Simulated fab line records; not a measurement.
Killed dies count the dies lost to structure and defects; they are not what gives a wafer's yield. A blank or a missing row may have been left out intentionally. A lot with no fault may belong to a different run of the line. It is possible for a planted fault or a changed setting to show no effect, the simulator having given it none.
Matching of chambers	flow n5 finfet	N5_ILD0_LINER_00 on ald sin-01 has 4 sister chambers
The step material SiNx, target thk 4 nm, pulse time 1 s, purge time 2 s. 4 wafers are shown with their chamber, then 7 later ones without.

## WAFERS PAIRED WITH THEIR CHAMBERS
wafer	chamber	heater power w (W)
L760.4	2	1014
L765.3	3	786
L767.1	0	971
L767.3	1	833

## WAFERS WITH NO CHAMBER GIVEN
wafer	heater power w (W)
L767.4	1006
L773.3	994
L773.4	1009
L773.6	947
L776.2	959
L776.4	794
L776.6	1018

## THE CHAMBER EACH PASSED THROUGH
wafer	from the rows above	in truth
L767.4	can't be placed: 2 or 0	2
L773.3	can't be placed: 2 or 0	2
L773.4	2	2
L773.6	0	0
L776.2	0	0
L776.4	3	3
L776.6	2	2
Correctly placed: 5 of 7. Can't be placed from these rows: 2 (the true chamber is among the candidates in 2). 0 placed wrongly.
How it was worked out, from the rows above alone: a wafer's distance from a chamber is the root of the sum, over the readings, of the square of ((its reading less the chamber's mean) divided by the reading's scatter). If the next closest chamber is less than 2 further off than the closest, the wafer can't be placed; otherwise it belongs to the closest. Each chamber's mean is taken over the wafers shown for it. The scatter (one wafer shown for each chamber): square how far every hidden wafer sits from the nearest shown wafer, average those squares and take the square root.
